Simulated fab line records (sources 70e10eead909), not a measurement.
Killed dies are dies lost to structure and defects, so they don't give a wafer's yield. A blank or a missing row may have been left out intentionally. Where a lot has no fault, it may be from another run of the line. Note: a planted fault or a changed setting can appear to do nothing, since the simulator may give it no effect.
fab line records	flow nand_harc	part 1 of 2: steps 1 to 26 of 39
record lots=5	wafers=15	last_day=32
route steps=1302 shown A_CHANNEL_FILL_D1@515 A_DECK1_JOINT@518 A_ONON_D2@545
lots untouched by any fault: they come from a run of this same line in which no faults occurred
start_h: start of the lot's first displayed wafer, in hours after the record's first day	wait_h: how many hours have passed since the lot's step before this one	" identical to the entry in the row above	L1.1+2: a single row standing in for several wafers	- no value present, or no start provided	* or withheld: withheld	< > ~ a bound
route shown NAME@n: names a module that has steps shown in the file, with the first one's number in the route	usual: mean/standard deviation of fault-free wafers	same: alike in all rows	chamber/n: place in a boat	sites: readings site by site	_std_site: the values' standard deviation	_edge_site: inner sites' mean taken away from outer sites' mean	radius_mm: for every site, how far away it sits from the centre of the wafer	mask NAME#n: copy n	behind: tool/chamber where the wafer was last shaped	hold: why the lot was held/for how many hours/how that ended	device: which transistor (n, p or np) failed to switch	end of line: the tests these same wafers got at the end of their route	a step with no rows: only its recipe	killed: the dies lost at the first sort to structure and to defects; this is not the yield of the wafer	map: a wafer's dies, x killed, . not, _ none there
set.NAME: the run value of the setting; set.NAME@STEP: its run value at that earlier step	model.NAME: the simulator's own value behind a step, which no gauge read
a table for each step, a row for each wafer; lots at some steps of the route
services: when a tool's chamber went out of use (start_h, in hours from the record's first day, below 0 if earlier), for how many hours, and the reason
## steps
# step NHARC_A_CHANNEL_FILL_D1_SRD_12
lot.wafer	tool	chamber	start_h	wait_h
L078.2+3+1	wet_bench-03	5,1,2	284.96	0.0
L082.5+3+6	wet_bench-06	2,3,6	322.02	0.0
L085.6+1+3	wet_bench-05	2,4,6	350.88	0.0
L092.6+3+5	wet_bench-06	4,6,0	427.34	0.0
L095.3+6+4	wet_bench-03	4,7,1	444.73	0.0
# step NHARC_A_CHANNEL_FILL_D1_INSPECT_13
# usual raw_defect_count=284/110
lot.wafer	tool	chamber	start_h	wait_h	raw_defect_count
L078.1	defect_inspect-01	-	285.08	0.0	284
L078.2	"	-	"	"	170
L078.3	"	-	"	"	180
L082.3	defect_inspect-02	-	322.14	0.0	273
L082.5	"	-	"	"	246
L082.6	"	-	"	"	395
L085.1	defect_inspect-02	-	351.00	0.0	430
L085.3	"	-	"	"	576
L085.6	"	-	"	"	255
L092.3	defect_inspect-01	-	427.46	0.0	562
L092.5	"	-	"	"	430
L092.6	"	-	"	"	344
L095.3	defect_inspect-02	-	444.87	0.0	273
L095.4	"	-	"	"	256
L095.6	"	-	"	"	140
# step NHARC_A_DECK1_JOINT_ETCHBACK_07
# recipe target_depth_a=1050	time_s=26.9	hbr_flow_sccm=150	rf_w=350	icp_w=350	bias_w=60	chemistry=HBr
# usual chamber_pressure_mTorr=15.001/0.014	drypump_motor_current_A=5.8/0.49	oes_product_au=0.998/0.0074	throttle_valve_pct=23.266/0.0097
lot.wafer	tool	chamber	start_h	wait_h	chamber_pressure_mTorr	drypump_motor_current_A	oes_product_au	rf_hours_counter_h	throttle_valve_pct
L078.1	rie_si-05	1	285.14	0.1	15.045	6.4	1.001	0.8	23.270
L078.3	"	2	"	"	14.976	6.2	0.994	1.0	23.257
L078.2	"	3	"	"	14.996	5.3	0.999	0.9	23.270
L082.3	rie_si-02	1	322.22	0.1	15.005	5.6	1.000	0.2	23.265
L082.6	"	3	"	"	14.999	6.3	0.992	-	23.276
L082.5	"	0	"	"	14.997	6.0	0.991	-	23.273
L085.1	rie_si-04	1	351.06	0.1	15.012	5.7	0.986	0	23.279
L085.3	"	3	"	"	14.980	5.8	1.000	0	23.273
L085.6	"	1	"	"	15.009	5.7	0.996	-	23.267
L092.3	rie_si-02	3	427.53	0.1	15.026	6.3	1.002	1.0	23.253
L092.6	"	2	"	"	15.002	5.8	0.997	-	23.260
L092.5	"	3	"	"	15.005	6.3	1.007	-	23.265
L095.4	rie_si-05	2	444.93	0.1	14.995	6.2	1.002	0.8	23.269
L095.3	"	1	"	"	14.980	6.4	0.993	0.8	23.269
L095.6	"	2	"	"	14.991	6.2	0.992	-	23.288
# step NHARC_A_DECK1_JOINT_ETCH_25
# recipe target_depth_a=5	chemistry=dHF	material=SiO2
lot.wafer	tool	chamber	start_h	wait_h
L078.3+1+2	wet_bench-09	2,4,5	285.29	0.1
L082.5+6+3	wet_bench-09	4,6,1	322.34	0.1
L085.1+3+6	wet_bench-02	0,3,5	351.20	0.1
L092.3+6+5	wet_bench-07	4,6,0	427.67	0.1
L095.4+6+3	wet_bench-07	1,2,3	445.08	0.1
# step NHARC_A_DECK1_JOINT_ETCH_19
# recipe temp_c=25	target_depth_a=30	chemistry=TMAH	material=poly-Si
# usual temp_c=25.01/0.096
lot.wafer	tool	chamber	start_h	wait_h	temp_c
L078.3	wet_bench-09	2	285.32	0.0	25.02
L078.1	"	4	"	"	25.09
L078.2	"	5	"	"	25.06
L082.5	wet_bench-09	4	322.38	0.0	24.88
L082.6	"	6	"	"	25.04
L082.3	"	1	"	"	24.98
L085.1	wet_bench-02	0	351.24	0.0	25.02
L085.3	"	3	"	"	25.00
L085.6	"	5	"	"	24.90
L092.3	wet_bench-07	4	427.70	0.0	25.24
L092.6	"	6	"	"	25.20
L092.5	"	0	"	"	25.02
L095.4	wet_bench-07	1	445.12	0.0	24.95
L095.6	"	2	"	"	25.01
L095.3	"	3	"	"	24.89
# step NHARC_A_DECK1_JOINT_ETCH_18
# recipe target_depth_a=30	chemistry=dHF	material=SiO2
lot.wafer	tool	chamber	start_h	wait_h
L078.3+1+2	wet_bench-09	2,4,5	-	-
L082.5+6+3	wet_bench-09	4,6,1	-	-
L085.1+3+6	wet_bench-02	0,3,5	-	-
L092.3+6+5	wet_bench-07	4,6,0	-	-
L095.4+6+3	wet_bench-07	1,2,3	-	-
# step NHARC_A_DECK1_JOINT_WET_08
# recipe temp_c=160	time_s=86	chemistry=H3PO4
# usual temp_c=159.97/0.14
lot.wafer	tool	chamber	start_h	wait_h	temp_c
L078.1	wet_h3po4-01	0	287.12	-	159.97
L078.2	"	0	"	"	159.90
L078.3	"	0	"	"	159.99
L082.3	wet_h3po4-01	0	324.18	-	160.03
L082.5	"	0	"	"	159.87
L082.6	"	0	"	"	160.10
L085.1	wet_h3po4-02	1	353.05	-	160.33
L085.3	"	1	"	"	160.08
L085.6	"	1	"	"	160.21
L092.3	wet_h3po4-01	1	430.43	-	160.00
L092.5	"	1	"	"	160.01
L092.6	"	1	"	"	159.88
L095.3	wet_h3po4-02	1	446.76	-	159.89
L095.4	"	1	"	"	159.91
L095.6	"	1	"	"	160.03
# step NHARC_A_DECK1_JOINT_ETCH_09
# recipe target_depth_a=50	chemistry=dHF	material=SiO2
lot.wafer	tool	chamber	start_h	wait_h
L078.3+1+2	wet_bench-07	4,6,1	287.67	0.0
L082.3+6+5	wet_bench-09	0,1,4	324.75	0.0
L085.1+6+3	wet_bench-07	3,5,0	353.60	0.0
L092.6+5+3	wet_bench-09	2,4,5	430.99	0.0
L095.4+3+6	wet_bench-09	2,3,5	447.31	0.0
# step NHARC_A_DECK1_JOINT_WET_10
# recipe temp_c=160	time_s=86	chemistry=H3PO4
# usual temp_c=160.03/0.15
lot.wafer	tool	chamber	start_h	wait_h	temp_c
L078.1	wet_h3po4-01	0	289.37	1.7	160.01
L078.2	"	0	"	"	160.24
L078.3	"	0	"	"	160.22
L082.3	wet_h3po4-01	1	326.43	1.7	159.53
L082.5	"	1	"	"	159.96
L082.6	"	1	"	"	159.90
L085.1	wet_h3po4-02	0	355.29	1.7	159.97
L085.3	"	0	"	"	160.06
L085.6	"	0	"	"	160.10
L092.3	wet_h3po4-01	1	432.69	1.7	160.06
L092.5	"	1	"	"	160.10
L092.6	"	1	"	"	159.95
L095.3	wet_h3po4-01	1	448.99	1.7	159.81
L095.4	"	1	"	"	159.82
L095.6	"	1	"	"	159.79
# step NHARC_A_DECK1_JOINT_ETCH_11
# recipe target_depth_a=350	chemistry=dHF	material=SiO2
lot.wafer	tool	chamber	start_h	wait_h
L078.3+1+2	wet_bench-02	6,2,3	289.92	0.0
L082.6+3+5	wet_bench-02	7,1,3	326.97	0.0
L085.6+3+1	wet_bench-02	0,1,2	355.90	0.1
L092.6+3+5	wet_bench-02	1,4,5	433.24	0.0
L095.4+3+6	wet_bench-07	7,0,1	449.60	0.1
# step NHARC_A_DECK1_JOINT_CVD_12
# recipe target_thk_a=900	temp_c=620	pressure_mtorr=200	time_s=1800	material=poly-Si
# usual spike_tc_bottom_C=640/3.7	spike_tc_top_C=640.9/1.6	zone_power_bottom_pct=12.5/0.53
lot.wafer	tool	chamber	start_h	wait_h	spike_tc_bottom_C	spike_tc_top_C	zone_power_bottom_pct
L078.1	lpcvd_poly-03	0	292.59	2.6	641	639.8	12.3
L078.2	"	0	"	"	643	640.4	12.5
L078.3	"	0	"	"	640	639.8	12.7
L082.3	lpcvd_poly-02	0	329.63	2.5	635	642.5	12.9
L082.5	"	0	"	"	636	643.8	13.0
L082.6	"	0	"	"	636	641.6	12.9
L085.1	lpcvd_poly-01	0	358.92	3.0	646	640.8	11.9
L085.3	"	0	"	"	643	640.3	11.9
L085.6	"	0	"	"	643	641.1	11.7
L092.3	lpcvd_poly-03	0	435.91	2.6	642	639.5	12.7
L092.5	"	0	"	"	641	639.0	12.3
L092.6	"	0	"	"	641	640.4	12.9
L095.3	lpcvd_poly-02	0	452.19	2.5	634	642.8	12.8
L095.4	"	0	"	"	635	641.7	13.0
L095.6	"	0	"	"	636	641.6	13.1
# step NHARC_A_DECK1_JOINT_CMP_13
# recipe target_thk_nm=51.023
# usual edge_zone_pressure_frac=1.000/0.0049	motor_current_A=12.3/1.2	time_to_endpoint_s=9.7/2.2
lot.wafer	tool	chamber	start_h	wait_h	edge_zone_pressure_frac	motor_current_A	time_to_endpoint_s
L078.3	cmp-03	3	295.45	0.4	1.003	10.4	10.5
L078.2	"	0	"	"	1.004	13.7	10.8
L078.1	"	1	"	"	0.991	13.2	10.1
L082.3	cmp-04	1	332.58	0.4	0.995	12.2	6.0
L082.6	"	2	"	"	1.004	12.6	7.2
L082.5	"	3	"	"	0.996	14.7	4.9
L085.1	cmp-02	2	361.76	0.4	0.995	12.7	8.6
L085.3	"	3	"	"	0.996	12.4	9.3
L085.6	"	3	"	"	1.000	11.4	7.2
L092.3	cmp-02	0	438.75	0.4	0.999	12.3	8.3
L092.6	"	3	"	"	1.005	12.1	8.2
L092.5	"	0	"	"	0.997	12.7	7.7
L095.4	cmp-04	0	455.03	0.4	0.996	10.7	13.1
L095.3	"	2	"	"	1.006	12.8	10.6
L095.6	"	0	"	"	0.996	10.8	11.7
# step NHARC_A_DECK1_JOINT_THK_MEAS_14
# recipe thk_meas_gauge=ellipsometry
# usual thk_nm=50.9/1.4
lot.wafer	tool	chamber	start_h	wait_h	thk_nm
L078.1	film_metro-02	-	295.68	0.2	51.9
L078.2	"	-	"	"	51.4
L078.3	"	-	"	"	50.4
L082.3	film_metro-01	-	332.76	0.2	51.4
L082.5	"	-	"	"	49.5
L082.6	"	-	"	"	51.7
L085.1	film_metro-02	-	362.02	0.2	52.1
L085.3	"	-	"	"	47.8
L085.6	"	-	"	"	50.8
L092.3	film_metro-01	-	438.99	0.2	50.3
L092.5	"	-	"	"	46.8
L092.6	"	-	"	"	50.6
L095.3	film_metro-01	-	455.26	0.2	51.0
L095.4	"	-	"	"	48.2
L095.6	"	-	"	"	51.9
# step NHARC_A_DECK1_JOINT_SRD_04
lot.wafer	tool	chamber	start_h	wait_h
L078.2+3+1	wet_bench-09	6,1,2	295.73	0.0
L082.5+3+6	wet_bench-07	1,5,6	332.80	0.0
L085.3+6+1	wet_bench-02	4,5,7	362.07	0.0
L092.3+6+5	wet_bench-02	4,6,7	439.03	0.0
L095.4+6+3	wet_bench-02	3,6,7	455.30	0.0
# step NHARC_A_DECK1_JOINT_ETCHBACK_00
# recipe target_depth_a=300	time_s=17.4	hbr_flow_sccm=150	rf_w=350	icp_w=350	bias_w=60	chemistry=HBr
# usual chamber_pressure_mTorr=15.002/0.014	drypump_motor_current_A=5.8/0.46	oes_product_au=0.999/0.0077	throttle_valve_pct=23.267/0.009
lot.wafer	tool	chamber	start_h	wait_h	chamber_pressure_mTorr	drypump_motor_current_A	oes_product_au	rf_hours_counter_h	throttle_valve_pct
L078.3	rie_si-02	0	295.82	0.1	14.982	6.0	1.004	0.0	23.262
L078.2	"	1	"	"	15.017	5.6	1.011	0.0	23.270
L078.1	"	2	"	"	15.009	5.8	1.009	0.0	23.262
L082.3	rie_si-02	3	332.91	0.1	14.995	6.4	1.003	0.4	23.264
L082.5	"	1	"	"	15.020	5.6	0.998	-	23.263
L082.6	"	2	"	"	14.991	5.8	1.010	-	23.273
L085.3	rie_si-02	0	362.15	0.1	15.010	6.0	1.003	0.6	23.281
L085.1	"	2	"	"	14.970	5.8	0.998	0.4	23.264
L085.6	"	1	"	"	14.990	5.5	1.003	-	23.264
L092.3	rie_si-04	1	439.13	0.1	15.007	5.7	0.983	0.4	23.269
L092.6	"	0	"	"	15.007	5.3	0.979	-	23.266
L092.5	"	1	"	"	15.007	5.7	0.987	-	23.267
L095.3	rie_si-05	3	455.40	0.1	14.992	5.3	0.993	1.0	23.275
L095.4	"	1	"	"	14.989	6.4	1.006	0.9	23.263
L095.6	"	3	"	"	15.027	5.3	1.006	-	23.257
# step NHARC_A_DECK1_JOINT_PRECLEAN_30
# recipe time_s=*	temp_c=50	bath_age_min=0	chemistry=SC1
# usual diw_flow_mL_min=1415/4.4	temp_c=49.99/0.12
lot.wafer	tool	chamber	start_h	wait_h	diw_flow_mL_min	temp_c
L078.1	wet_bench-02	4	295.96	0.1	1423	49.90
L078.2	"	6	"	"	1419	50.10
L078.3	"	7	"	"	1419	50.02
L082.6	wet_bench-02	7	333.04	0.1	1418	49.94
L082.3	"	0	"	"	1417	50.19
L082.5	"	1	"	"	1410	49.98
L085.1	wet_bench-02	7	362.30	0.1	1419	49.90
L085.6	"	0	"	"	1419	49.62
L085.3	"	1	"	"	1421	49.98
L092.6	wet_bench-09	5	439.27	0.1	1416	50.01
L092.3	"	6	"	"	1415	49.85
L092.5	"	7	"	"	1419	49.96
L095.4	wet_bench-07	0	455.54	0.1	1417	49.90
L095.6	"	1	"	"	1417	49.97
L095.3	"	2	"	"	1412	50.03
# step NHARC_A_DECK1_JOINT_SRD_31
lot.wafer	tool	chamber	start_h	wait_h
L078.1+2+3	wet_bench-02	4,6,7	-	-
L082.6+3+5	wet_bench-02	7,0,1	333.10	0.0
L085.1+6+3	wet_bench-02	7,0,1	-	-
L092.6+3+5	wet_bench-09	5,6,7	-	-
L095.4+6+3	wet_bench-07	0,1,2	-	-
# step NHARC_A_DECK1_JOINT_CVD_34
# recipe target_thk_a=200	temp_c=700	pressure_mtorr=300	material=SiNx
# usual spike_tc_bottom_C=719/3.4	spike_tc_top_C=716.1/2.4	zone_power_bottom_pct=16.6/0.95
lot.wafer	tool	chamber	start_h	wait_h	spike_tc_bottom_C	spike_tc_top_C	zone_power_bottom_pct
L078.1	lpcvd-02	0	299.19	-	722	711.0	14.9
L078.2	"	0	"	"	725	710.2	15.1
L078.3	"	0	"	"	723	711.4	15.2
L082.3	lpcvd-01	0	336.27	3.2	719	718.5	17.3
L082.5	"	0	"	"	718	717.4	17.1
L082.6	"	0	"	"	717	718.0	17.3
L085.1	lpcvd-02	0	365.54	-	723	712.0	14.9
L085.3	"	0	"	"	722	710.3	15.2
L085.6	"	0	"	"	723	712.7	15.2
L092.3	lpcvd-01	0	442.50	-	720	717.4	17.4
L092.5	"	0	"	"	720	716.4	17.3
L092.6	"	0	"	"	720	717.4	17.0
L095.3	lpcvd-01	0	458.77	-	719	718.5	17.4
L095.4	"	0	"	"	720	718.5	17.3
L095.6	"	0	"	"	719	717.2	17.3
# step NHARC_A_DECK1_JOINT_DEP_06
# recipe target_thk_a=800	temp_c=65	material=SiOx
lot.wafer	tool	chamber	start_h	wait_h
L078.2+1+3	fcvd-01	0,1,0	302.42	0.4
L082.3+5+6	fcvd-02	0,0,1	339.56	0.4
L085.1+3+6	fcvd-02	1,1,0	368.77	0.4
L092.3+5+6	fcvd-02	0,1,0	445.86	0.5
L095.4+3+6	fcvd-01	0,1,0	462.06	0.4
# step NHARC_A_DECK1_JOINT_CURE_26
# recipe temp_c=150	time_s=32	pressure_atm=0.395
lot.wafer	tool	chamber	start_h	wait_h
L078.2+1+3	fcvd-01	0,1,0	302.60	0.1
L082.3+5+6	fcvd-02	0,0,1	339.71	0.1
L085.1+3+6	fcvd-02	1,1,0	368.95	0.1
L092.3+5+6	fcvd-02	0,1,0	445.99	0.1
L095.4+3+6	fcvd-01	0,1,0	462.21	0.1
# step NHARC_A_DECK1_JOINT_ANNEAL_27
# recipe temp_c=400	time_s=3600	idle_temp_c=300	ramp_up_c_per_min=10	densification_p_h2o_torr=640
# usual spike_tc_bottom_C=424.6/2.7	spike_tc_top_C=428.6/1.9	zone_power_bottom_pct=6.3/0.52
lot.wafer	tool	chamber	start_h	wait_h	spike_tc_bottom_C	spike_tc_top_C	zone_power_bottom_pct
L078.1	furnace-04	0	305.32	2.7	426.1	426.8	6.8
L078.2	"	0	"	"	425.6	429.4	6.7
L078.3	"	0	"	"	425.6	427.1	6.7
L082.3	furnace-04	0	342.40	2.7	422.9	428.0	6.7
L082.5	"	0	"	"	426.4	427.2	6.7
L082.6	"	0	"	"	425.2	428.7	6.7
L085.1	furnace-04	0	371.67	2.7	426.7	429.5	6.7
L085.3	"	0	"	"	424.4	428.0	6.5
L085.6	"	0	"	"	424.7	428.4	6.8
L092.3	furnace-04	0	448.67	2.7	426.0	426.3	6.7
L092.5	"	0	"	"	424.7	426.9	6.6
L092.6	"	0	"	"	425.8	428.7	6.7
L095.3	furnace-04	0	464.91	2.7	425.1	428.8	6.7
L095.4	"	0	"	"	426.5	427.4	6.7
L095.6	"	0	"	"	424.6	428.5	6.7
# step NHARC_A_DECK1_JOINT_ANNEAL_28
# recipe temp_c=500	time_s=1800	idle_temp_c=400	ramp_up_c_per_min=10	densification_p_h2o_torr=640
# usual spike_tc_bottom_C=523.7/2.7	spike_tc_top_C=524.4/1.8	zone_power_bottom_pct=9.1/0.75
lot.wafer	tool	chamber	start_h	wait_h	spike_tc_bottom_C	spike_tc_top_C	zone_power_bottom_pct
L078.1	furnace-04	0	309.69	2.6	524.5	524.8	9.8
L078.2	"	0	"	"	523.6	522.8	9.6
L078.3	"	0	"	"	526.2	524.1	9.6
L082.3	furnace-04	0	347.67	3.5	524.7	522.7	9.7
L082.5	"	0	"	"	523.7	523.0	9.8
L082.6	"	0	"	"	522.4	522.4	9.8
L085.1	furnace-04	0	377.32	3.9	523.9	525.1	9.7
L085.3	"	0	"	"	525.2	524.3	9.6
L085.6	"	0	"	"	522.9	523.6	9.6
L092.3	furnace-04	0	454.07	3.7	522.6	524.2	9.8
L092.5	"	0	"	"	523.6	522.9	9.8
L092.6	"	0	"	"	524.8	525.5	9.6
L095.3	furnace-04	0	469.25	2.6	524.8	523.2	9.7
L095.4	"	0	"	"	524.7	525.4	9.6
L095.6	"	0	"	"	523.5	524.3	9.8
# step NHARC_A_DECK1_JOINT_ANNEAL_29
# recipe temp_c=750	time_s=1800	idle_temp_c=500	ramp_up_c_per_min=10	ramp_down_c_per_min=3
# usual spike_tc_bottom_C=770.1/2.7	spike_tc_top_C=765.1/1.8	zone_power_bottom_pct=19.5/1.6
lot.wafer	tool	chamber	start_h	wait_h	spike_tc_bottom_C	spike_tc_top_C	zone_power_bottom_pct
L078.1	furnace-04	0	313.45	3.1	769.9	763.9	20.3
L078.2	"	0	"	"	772.1	766.1	20.6
L078.3	"	0	"	"	771.2	764.4	20.5
L082.3	furnace-04	0	353.37	5.0	769.4	763.9	20.9
L082.5	"	0	"	"	771.6	766.0	20.6
L082.6	"	0	"	"	771.4	765.2	20.6
L085.1	furnace-04	0	381.66	3.7	771.9	763.4	20.5
L085.3	"	0	"	"	771.7	763.9	20.7
L085.6	"	0	"	"	770.1	766.3	20.7
L092.3	furnace-04	0	457.30	2.6	771.4	765.1	20.7
L092.5	"	0	"	"	770.1	762.3	20.9
L092.6	"	0	"	"	771.3	765.1	20.5
L095.3	furnace-04	0	472.49	2.6	772.6	765.3	20.7
L095.4	"	0	"	"	770.1	764.5	20.9
L095.6	"	0	"	"	770.8	764.8	20.6
# step NHARC_A_DECK1_JOINT_CMP_02
# recipe material=SiOx
# usual edge_zone_pressure_frac=1.000/0.0049	motor_current_A=12.4/1.1
lot.wafer	tool	chamber	start_h	wait_h	edge_zone_pressure_frac	motor_current_A
L078.1	cmp-02	3	316.18	0.4	1.003	11.9
L078.2	"	0	"	"	1.006	12.1
L078.3	"	2	"	"	1.000	13.2
L082.3	cmp-04	2	356.04	0.4	0.997	12.6
L082.5	"	2	"	"	1.004	12.3
L082.6	"	3	"	"	1.006	14.6
L085.3	cmp-02	3	384.36	0.4	1.002	12.3
L085.1	"	0	"	"	0.997	12.2
L085.6	"	2	"	"	1.008	12.0
L092.3	cmp-04	0	460.02	0.4	0.999	10.6
L092.6	"	3	"	"	0.996	14.2
L092.5	"	0	"	"	0.997	11.0
L095.3	cmp-04	3	475.17	0.4	0.994	14.2
L095.4	"	0	"	"	1.006	11.6
L095.6	"	3	"	"	1.003	13.6
# step NHARC_A_DECK1_JOINT_SRD_15
lot.wafer	tool	chamber	start_h	wait_h
L078.2+3+1	wet_bench-07	6,7,1	316.47	0.0
L082.5+3+6	wet_bench-02	2,3,4	356.33	0.0
L085.1+3+6	wet_bench-02	2,3,6	384.64	0.0
L092.3+5+6	wet_bench-09	1,3,5	460.30	0.0
L095.3+6+4	wet_bench-09	7,0,2	475.44	0.0
# step NHARC_A_DECK1_JOINT_DEP_16
# recipe target_thk_a=450	temp_c=400	pressure_torr=6.5	rf_w=900	teos_flow_sccm=161.4	flow_sccm=2650	target_thk_nm=45	gas=O2	material=SiO2
# usual heater_power_w=514/73	throttle_valve_pct=16.1/0.41
lot.wafer	tool	chamber	start_h	wait_h	heater_power_w	throttle_valve_pct
L078.2	pecvd-01	2	316.57	0.1	521	16.4
L078.3	"	0	"	"	501	15.7
L078.1	"	1	"	"	510	15.8
L082.3	pecvd-04	1	356.42	0.1	516	16.2
L082.6	"	1	"	"	502	16.3
L082.5	"	2	"	"	445	16.4
L085.1	pecvd-01	1	384.73	0.1	505	15.6
L085.3	"	2	"	"	464	15.6
L085.6	"	0	"	"	481	15.4
L092.3	pecvd-03	1	460.45	0.1	497	17.0
L092.6	"	2	"	"	543	15.7
L092.5	"	1	"	"	499	16.6
L095.3	pecvd-04	1	475.56	0.1	513	16.3
L095.4	"	1	"	"	525	16.2
L095.6	"	2	"	"	417	16.1
